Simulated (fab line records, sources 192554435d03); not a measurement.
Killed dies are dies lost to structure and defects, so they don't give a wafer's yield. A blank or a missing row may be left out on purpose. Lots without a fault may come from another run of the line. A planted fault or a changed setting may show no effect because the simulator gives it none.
Chamber matching | flow n5_finfet | N5_MOL_CONTACT_COAG_ALD_27 on ald_sin-01: 4 sister chambers
The step deposits SiOC, target thk 17 nm, pulse time 1.5 s, time 2720 s. 14 wafers are shown with their chamber, then 7 later ones without.

WAFERS WITH THEIR CHAMBER
wafer  | chamber | heater_power_w (W) | precursor_pulse_height_rel
L074.1 | 0       | 837                | 1.022
L074.4 | 2       | 780                | 0.980
L074.5 | 2       | 801                | 1.001
L080.1 | 1       | 890                | 1.005
L080.2 | 2       | 813                | 0.995
L080.5 | 2       | 785                | 1.020
L082.2 | 3       | 837                | 1.011
L082.4 | 1       | 880                | 1.042
L082.5 | 3       | 835                | 0.989
L086.1 | 3       | 831                | 0.999
L086.3 | 0       | 822                | 0.997
L086.4 | 1       | 871                | 1.001
L093.1 | 1       | 883                | 0.975
L093.4 | 0       | 835                | 0.970

SIGNATURES (means of the wafers above)
reading                    | chamber 0 | chamber 1 | chamber 2 | chamber 3 | scatter within a chamber
heater_power_w             | 831.33    | 881.00    | 794.75    | 834.33    | 10.1
precursor_pulse_height_rel | 0.99633   | 1.00575   | 0.99900   | 0.99967   | 0.0217
Rule: a wafer's distance from a chamber is the root of the sum, over the readings, of the square of ((its reading less the chamber's mean) divided by the reading's scatter). The wafer belongs to the nearest chamber; if the next one is less than 2 further off, it can't be placed. The scatter: the root of (the sum of the squares of (reading less its chamber's mean) over the shown wafers, divided by (wafers less chambers)).

WAFERS WITHOUT THEIR CHAMBER
wafer  | heater_power_w (W) | precursor_pulse_height_rel
L093.6 | 837                | 1.011
L094.1 | 804                | 1.007
L094.5 | 885                | 0.995
L094.6 | 843                | 0.995
L095.3 | 819                | 1.000
L095.5 | 892                | 0.984
L095.6 | 794                | 1.009

WHICH CHAMBER EACH WENT THROUGH
wafer  | from the rows above          | in truth
L093.6 | can't be placed: 3 or 0      | 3
L094.1 | can't be placed: 2 or 0      | 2
L094.5 | 1                            | 1
L094.6 | can't be placed: 3 or 0      | 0
L095.3 | can't be placed: 0 or 3 or 2 | 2
L095.5 | 1                            | 1
L095.6 | 2                            | 2
Placed correctly: 3 of 7. Can't be placed from these rows: 4 (the true chamber is among the candidates in 4). Placed wrongly: 0.
